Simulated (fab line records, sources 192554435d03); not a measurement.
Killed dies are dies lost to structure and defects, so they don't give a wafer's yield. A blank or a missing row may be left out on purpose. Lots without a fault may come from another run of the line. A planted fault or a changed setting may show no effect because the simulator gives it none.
Split-lot experiment | flow n5_finfet | 7 lots, 21 wafers read, on a route of 1938 steps

THE SPLIT
At N5_BEOL_M13_SPUTTER_44 (material Ta, target thk 10 nm, time 16.13 s), the setting power_w was moved away from the recipe's 15000 W on 5 of the 21 wafers read, by +7.2% to +16.9%. The other wafers ran this setting at the recipe's value.

The reading is taken at the split's own step.

THE READING
Ta_of_BEOL_M13_SPUTTER_44.thk_nm (the simulator's own value, which no gauge read), in nm, at N5_BEOL_M13_SPUTTER_44 (material Ta, target thk 10 nm, time 16.13 s). The file gives no usual value for it. The 16 wafers here that ran the recipe average 10.1 nm, standard deviation 0.12 nm.

wafer  | tool, chamber at the split | power_w as run, W | against the recipe | Ta_of_BEOL_M13_SPUTTER_44.thk_nm, nm | against lot-mates on the recipe
L077.4 | pvd_sputter-01, -          | 15000             | recipe             | 10                                   | -
L077.5 | pvd_sputter-01, -          | 17530             | +16.9%             | 11.6                                 | +1.6
L077.6 | pvd_sputter-01, -          | 17530             | +16.9%             | 11.8                                 | +1.8
L076.1 | pvd_sputter-03, -          | 15000             | recipe             | 10.2                                 | -
L076.6 | pvd_sputter-03, -          | 15000             | recipe             | 10.2                                 | -
L076.4 | pvd_sputter-03, -          | 15000             | recipe             | 10                                   | -
L078.1 | pvd_sputter-01, -          | 15000             | recipe             | 10                                   | -
L078.3 | pvd_sputter-01, -          | 15000             | recipe             | 10.2                                 | -
L078.5 | pvd_sputter-01, -          | 16530             | +10.2%             | 11.2                                 | +1.1
L083.2 | pvd_sputter-02, -          | 15000             | recipe             | 10.2                                 | -
L083.4 | pvd_sputter-02, -          | 15000             | recipe             | 10.2                                 | -
L083.6 | pvd_sputter-02, -          | 15000             | recipe             | 10.2                                 | -
L089.2 | pvd_sputter-03, -          | 15000             | recipe             | 10                                   | -
L089.6 | pvd_sputter-03, -          | 15000             | recipe             | 10                                   | -
L089.4 | pvd_sputter-03, -          | 15000             | recipe             | 10.2                                 | -
L090.1 | pvd_sputter-01, -          | 15000             | recipe             | 10                                   | -
L090.5 | pvd_sputter-01, -          | 15000             | recipe             | 10                                   | -
L090.3 | pvd_sputter-01, -          | 15000             | recipe             | 9.8                                  | -
L096.2 | pvd_sputter-02, -          | 16080             | +7.2%              | 10.8                                 | +0.8
L096.6 | pvd_sputter-02, -          | 16080             | +7.2%              | 10.8                                 | +0.8
L096.5 | pvd_sputter-02, -          | 15000             | recipe             | 10                                   | -

THE FIT
A straight line over all 21 wafers: Ta_of_BEOL_M13_SPUTTER_44.thk_nm changes by +0.0985 nm for each +1% of power_w; r = +0.98; the points scatter about the line by 0.12 nm.
The same after taking each lot's own level away (the mean of its wafers on the recipe; 21 wafers): +0.103 nm for each +1%; r = +0.99; scatter 0.083 nm.
On that fit, the largest move of power_w shifts the reading by 1.7 nm.
The lots' own levels span 9.93 to 10.20 nm, that is 2.2 times the standard deviation above.
So the lot-to-lot level changes the slope little: the two slopes agree.
Check: with one of the wafers moved furthest among these (+16.9%) left out of the fit, the line predicts +1.82 nm for it against its lot-mates. It came out at +1.6 nm against them.

OTHER SPLITS ON THESE WAFERS
These wafers also went through other splits before the reading. Each is held against what the fit with the lots' levels taken away leaves over:
other split on the same wafers | wafers away from the commonest value | r with Ta_of_BEOL_M13_SPUTTER_44.thk_nm (lot level and that fit taken away)
N5_BEOL_M9_ETCH_66 time_s      | 9                                    | +0.09
N5_BEOL_M10_COAT_63 spin_rpm   | 6                                    | +0.08
N5_BEOL_M10_COAT_64 spin_rpm   | 5                                    | +0.01
N5_BEOL_M11_COAT_22 spin_rpm   | 11                                   | -0.27
N5_BEOL_M11_EXPOSE_25 dose_mj  | 7                                    | -0.03
N5_BEOL_M12_SPUTTER_43 power_w | 3                                    | +0.24

THE FILE'S OWN FIT
Ta_of_BEOL_M13_SPUTTER_44.thk_nm changes by +0.104 nm for each +1% of power_w, r = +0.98.
